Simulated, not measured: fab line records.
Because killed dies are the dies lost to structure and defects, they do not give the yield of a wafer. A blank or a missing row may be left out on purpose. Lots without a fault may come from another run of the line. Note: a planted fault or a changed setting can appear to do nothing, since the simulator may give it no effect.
A lot that was struck, set against a sound lot    flow n5_finfet    15 steps out of a route of 1938
Sound: wafers L800.1, L800.2, L800.4. Wafers L794.1, L794.3, L794.5 were the ones struck. The cause is named last.
At each step with rows: each side's tool, then ch and its chambers, then its first start. Under that, the readings that differ: sound wafers    struck wafers    difference of the means    sigmas: that difference in standard deviations of wafers without a fault.
alike: readings whose means differ by less than 2 such deviations, and words and numbers that are the same on both sides. not compared: withheld readings, readings that some wafer has no value for, bounds like >300 that may hide the same value, and numbers for which the record gives no deviation and whose values overlap.
A row with sigmas, a row that says differs or no value, or rows on one side alone: a step with any of these is where the two part. Non-overlapping numbers with no deviation appear without sigmas and do not part them. Lack of a reading on every wafer of one side parts them only where that side has two or more wafers.

first, 4 steps without rows for these wafers: N5_SD_EPI_N_WET_ETCH_43 (etches SiO2 in dHF, time 14 s, target depth 1.5 nm); N5_SD_EPI_N_STRIP_18 (strips in SPM, time 750 s); N5_SD_EPI_N_SRD_20 (time 30 s); N5_SD_EPI_N_PRECLEAN_48 (cleans in NF3:NH3, afs cycles 2, time 20 s, sublimation time 60 s).
N5_SD_EPI_N_VAPOR_ETCH_50: etches Si in HCl, time 54 s.
  sound on epi_rpcvd-02 ch 0, day 6 09:40; struck on epi_rpcvd-03 ch 0, day 4 21:33
reading                 sound              struck             difference  sigmas
throttle_valve_pct (%)  12.28 12.50 12.30  11.71 12.11 11.85  -0.47       -2
  alike: susceptor_temp_C
then, 1 step without rows for these wafers: N5_SD_EPI_N_EPI_21 (deposits Si:P, time 690 s).
N5_SD_EPI_N_EPI_MEAS_23:
  sound on film_metro-02 at day 6 11:35; struck on film_metro-02 at day 4 23:28
  alike: thk_nm
then, 3 steps without rows for these wafers: N5_SD_EPI_N_PRECLEAN_24 (cleans in O3/DIW, time 60 s); N5_SD_EPI_N_SRD_25 (time 30 s); N5_SD_EPI_N_PRECLEAN_49 (cleans in NF3:NH3, afs cycles 1, time 20 s, sublimation time 60 s).
N5_SD_EPI_N_LINER_46: material SiNx, target thk 3 nm.
  sound on ald_sin-04 ch 0,1,3, day 6 11:54; struck on ald_sin-03 ch 0,2,3, day 5 00:02
  alike: heater_power_w, susceptor_temp_C
N5_SD_EPI_N_INSPECT_26: inspects for defects (darkfield).
  sound on defect_inspect-02 at day 6 12:09; struck on defect_inspect-02 at day 5 00:17
  alike: raw_defect_count
N5_SD_EPI_P_COAT_34: time 60 s, resist thk 350 nm.
  sound on litho_track-05 ch 0, day 6 12:11; struck on litho_track-03 ch 0, day 5 00:19
reading                                    sound                 struck                difference  sigmas
spin_speed_rpm (rpm)                       1500.8 1499.7 1500.4  1339.7 1340.0 1340.5  -160.2      -99 or more
model.SOC_of_SD_EPI_P_COAT_34.thk_nm (nm)  349.8 349.8 351       370.2 369.6 369.4     +19.5       
  alike: heater_power_total_W, resist_line_temp_C
then, 1 step without rows for these wafers: N5_SD_EPI_P_COAT_35 (time 60 s, resist thk 35 nm).
N5_PASSIVATION_PROBE_49:
  the record has rows for the sound wafers here (prober-02, day 15 09:18) and none for the struck ones

== WHERE THEY PART ==
Earliest at N5_SD_EPI_N_VAPOR_ETCH_50; latest, in this record, at N5_PASSIVATION_PROBE_49.

WHY: what the simulator had put in
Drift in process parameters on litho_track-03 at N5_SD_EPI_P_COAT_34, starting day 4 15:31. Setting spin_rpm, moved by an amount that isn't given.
